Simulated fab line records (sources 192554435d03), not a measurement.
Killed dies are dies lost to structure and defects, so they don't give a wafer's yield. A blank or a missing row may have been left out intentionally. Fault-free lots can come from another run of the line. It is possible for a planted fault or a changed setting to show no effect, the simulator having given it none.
Matching of chambers | flow n5_finfet | rie_si-01 running N5_FIN_CUT_CUT_ETCH_28: 4 sister chambers
The step etches Si in HBr/Cl2/O2, target depth 6 nm, time 2.4 s. 20 wafers are shown with their chamber, then 10 later ones without.

WAFERS PAIRED WITH THEIR CHAMBERS
wafer  | chamber | drypump_motor_current_A (A) | oes_product_au (a.u.) | he_backside_leak_sccm (sccm)
L076.3 | 1       | 5.5                         | 0.996                 | 2.6
L076.4 | 1       | 5.5                         | 1.005                 | 3.0
L076.5 | 3       | 5.7                         | 0.997                 | 2.5
L077.2 | 1       | 5.5                         | 1.002                 | 2.7
L077.3 | 2       | 5.8                         | 0.993                 | 3.0
L077.6 | 1       | 5.5                         | 1.012                 | 2.7
L078.1 | 1       | 5.5                         | 1.010                 | 2.8
L078.3 | 3       | 5.7                         | 0.995                 | 2.7
L078.6 | 2       | 5.8                         | 0.995                 | 3.0
L079.3 | 0       | 6.1                         | 0.975                 | 2.5
L079.4 | 3       | 5.7                         | 0.989                 | 2.6
L079.6 | 2       | 5.9                         | 0.994                 | 3.1
L082.1 | 0       | 6.2                         | 0.984                 | 2.6
L082.2 | 3       | 5.7                         | 1.000                 | 2.7
L082.3 | 2       | 5.9                         | 0.991                 | 3.0
L083.2 | 1       | 5.5                         | 1.002                 | 3.6
L083.3 | 2       | 5.9                         | 0.991                 | 2.9
L083.5 | 0       | 6.2                         | 0.982                 | 2.5
L087.2 | 1       | 5.5                         | 1.003                 | 2.8
L087.5 | 0       | 6.2                         | 0.979                 | 2.6

SIGNATURES, as means of the wafers listed above
reading                 | chamber 0 | chamber 1 | chamber 2 | chamber 3 | scatter within a chamber
drypump_motor_current_A | 6.175     | 5.500     | 5.860     | 5.700     | 0.0349
oes_product_au          | 0.98000   | 1.00429   | 0.99280   | 0.99525   | 0.00431
he_backside_leak_sccm   | 2.550     | 2.886     | 3.000     | 2.625     | 0.216
Rule: distance of a wafer from a chamber = root of the sum over the readings of ((wafer's reading minus chamber's mean) / reading's scatter) squared. If the next closest chamber is less than 2 further off than the closest, the wafer can't be placed; otherwise it belongs to the closest. How the scatter is found: for the shown wafers, subtract from each reading the mean of its chamber, square and add these, divide the total by (wafers less chambers), then take the root.

WAFERS WITH NO CHAMBER GIVEN
wafer  | drypump_motor_current_A (A) | oes_product_au (a.u.) | he_backside_leak_sccm (sccm)
L087.6 | 5.7                         | 1.002                 | 2.9
L094.1 | 6.2                         | 0.985                 | 2.4
L094.2 | 5.7                         | 0.994                 | 2.6
L094.6 | 5.8                         | 0.982                 | 2.8
L095.1 | 5.7                         | 0.990                 | 2.7
L095.3 | 6.2                         | 0.975                 | 2.4
L095.5 | 5.7                         | 0.987                 | 2.7
L096.1 | 6.2                         | 0.975                 | 2.5
L096.2 | 5.9                         | 0.992                 | 2.9
L096.3 | 5.4                         | 1.000                 | 2.6

THE CHAMBER EACH PASSED THROUGH
wafer  | from the rows above     | in truth
L087.6 | 3                       | 3
L094.1 | 0                       | 0
L094.2 | 3                       | 3
L094.6 | can't be placed: 2 or 3 | 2
L095.1 | 3                       | 3
L095.3 | 0                       | 0
L095.5 | 3                       | 3
L096.1 | 0                       | 0
L096.2 | 2                       | 2
L096.3 | 1                       | 1
9 of 10 placed correctly. Cannot be placed on the basis of these rows: 1; the candidates contain the true chamber in 1. Placed wrongly: 0.
